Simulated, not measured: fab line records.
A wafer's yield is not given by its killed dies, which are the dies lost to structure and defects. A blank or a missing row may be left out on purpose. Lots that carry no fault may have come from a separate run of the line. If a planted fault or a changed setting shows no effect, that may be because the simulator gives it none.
A struck lot beside a sound one | flow n5-finfet | 14 out of 1938 route steps
Sound: these wafers, L622.1, L622.2, L622.4. The struck wafers were L627.3, L627.5, L627.6. Last of all comes the cause.
At each step with rows: each side's tool, then ch and its chambers, then its first start. Under that, the readings that differ: sound wafers | struck wafers | difference of the means | sigmas: that difference in standard deviations of wafers without a fault.
alike: words and numbers the same on both sides, and readings whose means are apart by under 2 such deviations; not compared: readings that were withheld, readings missing a value for some wafer, numbers with overlapping values and no deviation given by the record, and bounds like >300 which may hide the same value.
Wherever a step has rows on one side only, a row that says differs or no value, or a row with sigmas, the two part there. Numbers that have no deviation but don't overlap get no sigmas and don't part them. A reading missing from all wafers of one side parts the sides only when that side holds two or more wafers.

N5_BEOL_M2_INSPECT_59: inspects for defects (darkfield).
  struck on defect-inspect-01, day 11 05:19; sound on defect-inspect-01, day 10 03:37
  alike: raw-defect-count
N5_BEOL_M3_ILD_DEP_00: deposits SiOC from DEMS/O2, target thk 79 nm, time 15.3 s.
  sound on pecvd-04 ch 0,1,2, day 10 03:39; struck on pecvd-03 ch 0,1, day 11 05:20
  alike: chamber-pressure-Torr, heater-power-w, showerhead-plenum-p-Torr, throttle-valve-pct
N5_BEOL_M3_THK_MEAS_01:
  struck on film-metro-02, day 11 05:25; sound on film-metro-01, day 10 03:43
  alike: M3_ILD_THK
N5_BEOL_M3_PECVD_72: deposits SiO2 from TEOS/O2, target thk 16 nm, time 18 s.
  sound on pecvd-02 ch 0,1,2, day 10 03:45; struck on pecvd-04 ch 0,1, day 11 05:27
  alike: chamber-pressure-Torr, heater-power-w, showerhead-plenum-p-Torr, throttle-valve-pct
N5_BEOL_M3_HM_DEP_02: deposits TiN, target thk 20 nm.
  struck on pvd-sputter-01, day 11 06:45; sound on pvd-sputter-03, day 10 05:50
  alike: throttle-valve-pct
then, 7 steps without rows for these wafers: N5_BEOL_M3_COAT_61 (time 60 s, resist thk 60 nm); N5_BEOL_M3_COAT_62 (time 60 s, resist thk 12 nm); N5_BEOL_M3_COAT_73 (time 60 s, resist thk 5 nm); N5_BEOL_M3_COAT_05 (resist thk 30 nm); N5_BEOL_M3_EBR_07; N5_BEOL_M3_SOFTBAKE_06 (time 60 s); N5_BEOL_M3_EXPOSE_08 (exposes mask M3).
N5_BEOL_M3_PEB_09: peb time 60 s.
  struck on litho-track-03, day 11 07:12; sound on litho-track-03 ch 0, day 10 06:10
  no value came back on the struck wafers for chill-plate-temp-C (C), exhaust-pa (Pa), resist-line-temp-C (C); on the sound wafers chill-plate-temp-C (C) reads 23.08 22.95 22.88
then, 1 step without rows for these wafers: N5_BEOL_M3_DEVELOP_10 (develop time 30 s).

== WHERE THEY PART ==
Only at N5_BEOL_M3_PEB_09, as far as this record shows.

WHY: whatever the simulator had introduced
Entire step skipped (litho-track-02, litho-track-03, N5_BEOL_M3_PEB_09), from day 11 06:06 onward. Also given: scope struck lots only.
